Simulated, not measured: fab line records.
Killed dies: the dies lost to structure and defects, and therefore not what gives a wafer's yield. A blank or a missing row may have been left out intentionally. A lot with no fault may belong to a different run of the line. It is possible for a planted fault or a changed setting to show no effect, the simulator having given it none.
Matching of chambers :: flow n5Finfet :: 4 sister chambers for N5_BEOL_M11_ETCH_66 on rieDiel-06
The step etches SOC in N2/H2, target depth 120 nm, overetch 24 nm, time 180 s. 20 wafers are shown with their chamber, then 10 later ones without.

## WAFERS PAIRED WITH THEIR CHAMBERS
wafer: L075.1
chamber: 0
drypumpMotorCurrentA (A): 6.3
showerheadPlenumPTorr (Torr): 2.52
throttleValvePct (%): 17.38

wafer: L075.3
chamber: 3
drypumpMotorCurrentA (A): 5.4
showerheadPlenumPTorr (Torr): 2.45
throttleValvePct (%): 17.52

wafer: L075.6
chamber: 0
drypumpMotorCurrentA (A): 6.2
showerheadPlenumPTorr (Torr): 2.52
throttleValvePct (%): 17.39

wafer: L074.3
chamber: 1
drypumpMotorCurrentA (A): 5.5
showerheadPlenumPTorr (Torr): 2.59
throttleValvePct (%): 17.31

wafer: L074.4
chamber: 3
drypumpMotorCurrentA (A): 5.4
showerheadPlenumPTorr (Torr): 2.45
throttleValvePct (%): 17.53

wafer: L074.6
chamber: 1
drypumpMotorCurrentA (A): 5.5
showerheadPlenumPTorr (Torr): 2.59
throttleValvePct (%): 17.29

wafer: L076.1
chamber: 3
drypumpMotorCurrentA (A): 5.4
showerheadPlenumPTorr (Torr): 2.45
throttleValvePct (%): 17.53

wafer: L076.4
chamber: 1
drypumpMotorCurrentA (A): 5.5
showerheadPlenumPTorr (Torr): 2.59
throttleValvePct (%): 17.30

wafer: L076.6
chamber: 3
drypumpMotorCurrentA (A): 5.4
showerheadPlenumPTorr (Torr): 2.45
throttleValvePct (%): 17.52

wafer: L081.1
chamber: 2
drypumpMotorCurrentA (A): 5.2
showerheadPlenumPTorr (Torr): 2.58
throttleValvePct (%): 17.51

wafer: L081.2
chamber: 3
drypumpMotorCurrentA (A): 5.4
showerheadPlenumPTorr (Torr): 2.45
throttleValvePct (%): 17.54

wafer: L081.5
chamber: 0
drypumpMotorCurrentA (A): 6.2
showerheadPlenumPTorr (Torr): 2.52
throttleValvePct (%): 17.41

wafer: L082.2
chamber: 2
drypumpMotorCurrentA (A): 5.2
showerheadPlenumPTorr (Torr): 2.58
throttleValvePct (%): 17.51

wafer: L082.5
chamber: 2
drypumpMotorCurrentA (A): 5.2
showerheadPlenumPTorr (Torr): 2.58
throttleValvePct (%): 17.51

wafer: L082.6
chamber: 3
drypumpMotorCurrentA (A): 5.4
showerheadPlenumPTorr (Torr): 2.45
throttleValvePct (%): 17.55

wafer: L084.2
chamber: 2
drypumpMotorCurrentA (A): 5.2
showerheadPlenumPTorr (Torr): 2.58
throttleValvePct (%): 17.53

wafer: L084.4
chamber: 0
drypumpMotorCurrentA (A): 6.2
showerheadPlenumPTorr (Torr): 2.51
throttleValvePct (%): 17.42

wafer: L084.5
chamber: 2
drypumpMotorCurrentA (A): 5.2
showerheadPlenumPTorr (Torr): 2.58
throttleValvePct (%): 17.52

wafer: L089.2
chamber: 1
drypumpMotorCurrentA (A): 5.5
showerheadPlenumPTorr (Torr): 2.58
throttleValvePct (%): 17.35

wafer: L089.4
chamber: 0
drypumpMotorCurrentA (A): 6.3
showerheadPlenumPTorr (Torr): 2.51
throttleValvePct (%): 17.44

SIGNATURES, as means of the wafers listed above
reading: drypumpMotorCurrentA
chamber 0: 6.240
chamber 1: 5.500
chamber 2: 5.200
chamber 3: 5.400
scatter within a chamber: 0.0274

reading: showerheadPlenumPTorr
chamber 0: 2.5160
chamber 1: 2.5875
chamber 2: 2.5800
chamber 3: 2.4500
scatter within a chamber: 0.00349

reading: throttleValvePct
chamber 0: 17.4080
chamber 1: 17.3125
chamber 2: 17.5160
chamber 3: 17.5317
scatter within a chamber: 0.0183
Rule: for a wafer and a chamber, the distance is found by dividing, reading by reading, the gap between the wafer's reading and the chamber's mean by the reading's scatter, squaring, summing and taking the root. If the next closest chamber is less than 2 further off than the closest, the wafer can't be placed; otherwise it belongs to the closest. The scatter: the root of (the sum of the squares of (reading less its chamber's mean) over the shown wafers, divided by (wafers less chambers)).

## WAFERS WITH NO CHAMBER GIVEN
wafer: L089.6
drypumpMotorCurrentA (A): 6.2
showerheadPlenumPTorr (Torr): 2.51
throttleValvePct (%): 17.44

wafer: L088.3
drypumpMotorCurrentA (A): 5.2
showerheadPlenumPTorr (Torr): 2.58
throttleValvePct (%): 17.52

wafer: L088.5
drypumpMotorCurrentA (A): 5.4
showerheadPlenumPTorr (Torr): 2.44
throttleValvePct (%): 17.58

wafer: L088.6
drypumpMotorCurrentA (A): 6.2
showerheadPlenumPTorr (Torr): 2.51
throttleValvePct (%): 17.41

wafer: L087.2
drypumpMotorCurrentA (A): 6.3
showerheadPlenumPTorr (Torr): 2.51
throttleValvePct (%): 17.43

wafer: L087.3
drypumpMotorCurrentA (A): 5.2
showerheadPlenumPTorr (Torr): 2.58
throttleValvePct (%): 17.55

wafer: L087.5
drypumpMotorCurrentA (A): 5.2
showerheadPlenumPTorr (Torr): 2.58
throttleValvePct (%): 17.53

wafer: L096.2
drypumpMotorCurrentA (A): 5.4
showerheadPlenumPTorr (Torr): 2.44
throttleValvePct (%): 17.60

wafer: L096.3
drypumpMotorCurrentA (A): 5.5
showerheadPlenumPTorr (Torr): 2.58
throttleValvePct (%): 17.37

wafer: L096.4
drypumpMotorCurrentA (A): 6.2
showerheadPlenumPTorr (Torr): 2.51
throttleValvePct (%): 17.45

## EACH ONE'S CHAMBER
wafer: L089.6
from the rows above: 0
in truth: 0

wafer: L088.3
from the rows above: 2
in truth: 2

wafer: L088.5
from the rows above: 3
in truth: 3

wafer: L088.6
from the rows above: 0
in truth: 0

wafer: L087.2
from the rows above: 0
in truth: 0

wafer: L087.3
from the rows above: 2
in truth: 2

wafer: L087.5
from the rows above: 2
in truth: 2

wafer: L096.2
from the rows above: 3
in truth: 3

wafer: L096.3
from the rows above: 1
in truth: 1

wafer: L096.4
from the rows above: 0
in truth: 0
Correctly placed: 10 of 10. Not placeable from these rows: 0. 0 placed wrongly.
